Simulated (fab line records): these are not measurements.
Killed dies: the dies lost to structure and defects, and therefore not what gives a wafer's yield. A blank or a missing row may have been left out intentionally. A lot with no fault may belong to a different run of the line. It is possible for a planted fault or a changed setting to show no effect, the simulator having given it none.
What tool caused it? / flow n5-finfet / Sampling: 10 lots, 30 wafers, 5 of 1938 route steps

== WHAT THE GAUGES READ, wafer by wafer ==
N5_BEOL_M5_INSPECT_58: inspects for defects (darkfield).
lot=L726; measured=day 8 09:12; on=defect-inspect-02; raw-defect-count=75 113 88
lot=L730; measured=day 9 13:16; on=defect-inspect-01; raw-defect-count=57 73 68
lot=L729; measured=day 9 15:52; on=defect-inspect-01; raw-defect-count=67 63 75
lot=L731; measured=day 9 17:04; on=defect-inspect-01; raw-defect-count=55 60 44
lot=L739; measured=day 12 05:13; on=defect-inspect-02; raw-defect-count=86 88 80
lot=L744; measured=day 12 12:44; on=defect-inspect-01; raw-defect-count=75 73 71
lot=L743; measured=day 12 21:59; on=defect-inspect-01; raw-defect-count=74 47 52
lot=L745; measured=day 13 10:35; on=defect-inspect-01; raw-defect-count=53 56 53
lot=L747; measured=day 13 13:46; on=defect-inspect-01; raw-defect-count=45 48 45
lot=L748; measured=day 14 08:03; on=defect-inspect-02; raw-defect-count=69 80 89

N5_BEOL_M6_THK_MEAS_01.
lot=L726; measured=day 8 09:49; on=film-metro-01; M6_ILD_THK (nm)=152.0 154.5 155.7
lot=L730; measured=day 9 13:53; on=film-metro-02; M6_ILD_THK (nm)=158.3 158.4 156.1
lot=L729; measured=day 9 16:58; on=film-metro-01; M6_ILD_THK (nm)=156.7 151.5 154.9
lot=L731; measured=day 9 17:40; on=film-metro-02; M6_ILD_THK (nm)=151.1 152.6 155.1
lot=L739; measured=day 12 05:49; on=film-metro-01; M6_ILD_THK (nm)=188.7 154.4 157.5
lot=L744; measured=day 12 13:20; on=film-metro-02; M6_ILD_THK (nm)=150.7 157.3 152.2
lot=L743; measured=day 12 22:36; on=film-metro-02; M6_ILD_THK (nm)=154.4 150.4 155.9
lot=L745; measured=day 13 11:40; on=film-metro-01; M6_ILD_THK (nm)=155.6 155.3 155.1
lot=L747; measured=day 13 14:22; on=film-metro-02; M6_ILD_THK (nm)=154.3 154.9 156.6
lot=L748; measured=day 14 09:08; on=film-metro-02; M6_ILD_THK (nm)=152.7 155.0 156.2

== TOOL THAT RAN EACH LOT (tool first, then ch and the chambers of the sampled wafers, then the start) ==
lot=L726; N5_BEOL_M5_ANNEAL_51=rtp-anneal-01 ch 0, day 8 08:22; N5_BEOL_M5_CMP_52=cmp-03 ch 0,1,3, day 8 08:37; N5_BEOL_M6_ILD_DEP_00=pecvd-02 ch 1,2, day 8 09:14
lot=L730; N5_BEOL_M5_ANNEAL_51=rtp-anneal-01 ch 0, day 9 12:21; N5_BEOL_M5_CMP_52=cmp-04 ch 1,2,3, day 9 12:46; N5_BEOL_M6_ILD_DEP_00=pecvd-01 ch 1,2, day 9 13:18
lot=L729; N5_BEOL_M5_ANNEAL_51=rtp-anneal-02 ch 0, day 9 15:04; N5_BEOL_M5_CMP_52=cmp-03 ch 0,1,3, day 9 15:20; N5_BEOL_M6_ILD_DEP_00=pecvd-01 ch 0,1,2, day 9 15:55
lot=L731; N5_BEOL_M5_ANNEAL_51=rtp-anneal-01 ch 0, day 9 16:11; N5_BEOL_M5_CMP_52=cmp-02 ch 1,2, day 9 16:29; N5_BEOL_M6_ILD_DEP_00=pecvd-01 ch 1,2, day 9 17:05
lot=L739; N5_BEOL_M5_ANNEAL_51=rtp-anneal-02 ch 0, day 12 04:20; N5_BEOL_M5_CMP_52=cmp-03 ch 0,1, day 12 04:38; N5_BEOL_M6_ILD_DEP_00=pecvd-04 ch 0,1, day 12 05:15
lot=L744; N5_BEOL_M5_ANNEAL_51=rtp-anneal-02 ch 0, day 12 11:52; N5_BEOL_M5_CMP_52=cmp-04 ch 2,3, day 12 12:05; N5_BEOL_M6_ILD_DEP_00=pecvd-01 ch 0,2, day 12 12:46
lot=L743; N5_BEOL_M5_ANNEAL_51=rtp-anneal-01 ch 0, day 12 21:07; N5_BEOL_M5_CMP_52=cmp-02 ch 1,2,3, day 12 21:29; N5_BEOL_M6_ILD_DEP_00=pecvd-01 ch 0,1, day 12 22:01
lot=L745; N5_BEOL_M5_ANNEAL_51=rtp-anneal-02 ch 0, day 13 09:44; N5_BEOL_M5_CMP_52=cmp-02 ch 0,2, day 13 10:00; N5_BEOL_M6_ILD_DEP_00=pecvd-01 ch 0,1,2, day 13 10:37
lot=L747; N5_BEOL_M5_ANNEAL_51=rtp-anneal-01 ch 0, day 13 12:53; N5_BEOL_M5_CMP_52=cmp-04 ch 0,2,3, day 13 13:15; N5_BEOL_M6_ILD_DEP_00=pecvd-02 ch 0,1, day 13 13:48
lot=L748; N5_BEOL_M5_ANNEAL_51=rtp-anneal-01 ch 0, day 14 07:10; N5_BEOL_M5_CMP_52=cmp-02 ch 0,1,2, day 14 07:28; N5_BEOL_M6_ILD_DEP_00=pecvd-02 ch 0,1,2, day 14 08:05
- N5_BEOL_M5_ANNEAL_51: time 90 s.
- N5_BEOL_M5_CMP_52: polishes, stops on SiCOH lowk, t overpolish 6.9 s, target thk 62 nm.
- N5_BEOL_M6_ILD_DEP_00: deposits SiCOH lowk from DEMS/porogen, target thk 179.75 nm, time 33.4 s.

== AS READ BY THE TOOLS THEMSELVES (means over the sampled wafers that have a number; for cases with no such wafer, the mark the record gives instead) ==
N5_BEOL_M5_ANNEAL_51.
lot=L726 tool=rtp-anneal-01 wafer_temp_C_max=225.68
lot=L730 tool=rtp-anneal-01 wafer_temp_C_max=225.93
lot=L729 tool=rtp-anneal-02 wafer_temp_C_max=225.73
lot=L731 tool=rtp-anneal-01 wafer_temp_C_max=225.92
lot=L739 tool=rtp-anneal-02 wafer_temp_C_max=225.44
lot=L744 tool=rtp-anneal-02 wafer_temp_C_max=225.65
lot=L743 tool=rtp-anneal-01 wafer_temp_C_max=225.78
lot=L745 tool=rtp-anneal-02 wafer_temp_C_max=225.78
lot=L747 tool=rtp-anneal-01 wafer_temp_C_max=225.77
lot=L748 tool=rtp-anneal-01 wafer_temp_C_max=225.70

N5_BEOL_M5_CMP_52.
lot=L726; tool=cmp-03; barrier-field-endpoint-s (s)=24.4; clearing-platen-rpm (rpm)=49.984; head-pressure-psi (psi)=1.0014; motor-current-A (A)=6.3; overpolish-run-s (s)=6.899; platen-rpm (rpm)=50.00; time-to-endpoint-s (s)=66
lot=L730; tool=cmp-04; barrier-field-endpoint-s (s)=24.1; clearing-platen-rpm (rpm)=50.003; head-pressure-psi (psi)=1.0011; motor-current-A (A)=6.7; overpolish-run-s (s)=6.912; platen-rpm (rpm)=49.99; time-to-endpoint-s (s)=61
lot=L729; tool=cmp-03; barrier-field-endpoint-s (s)=24.7; clearing-platen-rpm (rpm)=50.012; head-pressure-psi (psi)=0.9986; motor-current-A (A)=6.2; overpolish-run-s (s)=6.898; platen-rpm (rpm)=50.00; time-to-endpoint-s (s)=62
lot=L731; tool=cmp-02; barrier-field-endpoint-s (s)=26.4; clearing-platen-rpm (rpm)=50.017; head-pressure-psi (psi)=0.9980; motor-current-A (A)=6.3; overpolish-run-s (s)=6.894; platen-rpm (rpm)=50.02; time-to-endpoint-s (s)=73
lot=L739; tool=cmp-03; barrier-field-endpoint-s (s)=25.0; clearing-platen-rpm (rpm)=49.996; head-pressure-psi (psi)=0.9986; motor-current-A (A)=6.2; overpolish-run-s (s)=6.902; platen-rpm (rpm)=50.02; time-to-endpoint-s (s)=62
lot=L744; tool=cmp-04; barrier-field-endpoint-s (s)=25.2; clearing-platen-rpm (rpm)=49.964; head-pressure-psi (psi)=0.9987; motor-current-A (A)=7.5; overpolish-run-s (s)=6.895; platen-rpm (rpm)=49.99; time-to-endpoint-s (s)=65
lot=L743; tool=cmp-02; barrier-field-endpoint-s (s)=25.9; clearing-platen-rpm (rpm)=49.988; head-pressure-psi (psi)=1.0000; motor-current-A (A)=6.1; overpolish-run-s (s)=6.896; platen-rpm (rpm)=50.05; time-to-endpoint-s (s)=69
lot=L745; tool=cmp-02; barrier-field-endpoint-s (s)=25.4; clearing-platen-rpm (rpm)=50.012; head-pressure-psi (psi)=0.9999; motor-current-A (A)=7.1; overpolish-run-s (s)=6.906; platen-rpm (rpm)=49.95; time-to-endpoint-s (s)=69
lot=L747; tool=cmp-04; barrier-field-endpoint-s (s)=24.5; clearing-platen-rpm (rpm)=49.987; head-pressure-psi (psi)=1.0008; motor-current-A (A)=6.6; overpolish-run-s (s)=6.896; platen-rpm (rpm)=50.01; time-to-endpoint-s (s)=61
lot=L748; tool=cmp-02; barrier-field-endpoint-s (s)=25.8; clearing-platen-rpm (rpm)=49.987; head-pressure-psi (psi)=1.0015; motor-current-A (A)=6.7; overpolish-run-s (s)=6.901; platen-rpm (rpm)=50.01; time-to-endpoint-s (s)=66

N5_BEOL_M6_ILD_DEP_00.
lot=L726; tool=pecvd-02; heater-power-w (W)=286; showerhead-plenum-p-Torr (Torr)=5.734; throttle-valve-pct (%)=14.3
lot=L730; tool=pecvd-01; heater-power-w (W)=364; showerhead-plenum-p-Torr (Torr)=5.709; throttle-valve-pct (%)=13.0
lot=L729; tool=pecvd-01; heater-power-w (W)=387; showerhead-plenum-p-Torr (Torr)=5.725; throttle-valve-pct (%)=13.2
lot=L731; tool=pecvd-01; heater-power-w (W)=424; showerhead-plenum-p-Torr (Torr)=5.703; throttle-valve-pct (%)=13.3
lot=L739; tool=pecvd-04; heater-power-w (W)=414; showerhead-plenum-p-Torr (Torr)=5.742; throttle-valve-pct (%)=13.8
lot=L744; tool=pecvd-01; heater-power-w (W)=345; showerhead-plenum-p-Torr (Torr)=5.751; throttle-valve-pct (%)=13.5
lot=L743; tool=pecvd-01; heater-power-w (W)=340; showerhead-plenum-p-Torr (Torr)=5.746; throttle-valve-pct (%)=13.8
lot=L745; tool=pecvd-01; heater-power-w (W)=351; showerhead-plenum-p-Torr (Torr)=5.720; throttle-valve-pct (%)=13.3
lot=L747; tool=pecvd-02; heater-power-w (W)=312; showerhead-plenum-p-Torr (Torr)=5.732; throttle-valve-pct (%)=14.6
lot=L748; tool=pecvd-02; heater-power-w (W)=303; showerhead-plenum-p-Torr (Torr)=5.737; throttle-valve-pct (%)=13.9

== THE ANSWER, worked out from the rows above alone ==
Rule: the lots themselves supply what counts as usual. Put in order of their means at a reading, lots are off if they are a third of the lots or fewer, leave a main group of 4 or more, and stand apart from it by a gap of 3 or more times the standard deviation of the main group's means; of several such gaps the widest counts. Not used: any main group whose means are identical at the precision the tables above print for the reading. Also off: a lot with no number at a reading for which 4 or more lots have one. All remaining lots with rows at the step are treated as sound. Order of review: gauges by route order, followed by the tools' own readings, for which a lot's mean as printed above is used. The first step at which some lot is off is used, and at that step the reading that is off furthest; a lot without a number counts as furthest.
Off: L739, seen at N5_BEOL_M6_THK_MEAS_01 (M6_ILD_THK). Main group: mean 154.6 nm, sd 1.3.
A tool fits if, at a process step before that reading, it ran every lot that is off, and no sound lot after the first of them. The gauges at N5_BEOL_M6_THK_MEAS_01 are tried like those tools. Undecided on this evidence; 2 tools fit (cmp-03 at N5_BEOL_M5_CMP_52, pecvd-04 at N5_BEOL_M6_ILD_DEP_00).

== WHAT THE SIMULATOR PUT IN ==
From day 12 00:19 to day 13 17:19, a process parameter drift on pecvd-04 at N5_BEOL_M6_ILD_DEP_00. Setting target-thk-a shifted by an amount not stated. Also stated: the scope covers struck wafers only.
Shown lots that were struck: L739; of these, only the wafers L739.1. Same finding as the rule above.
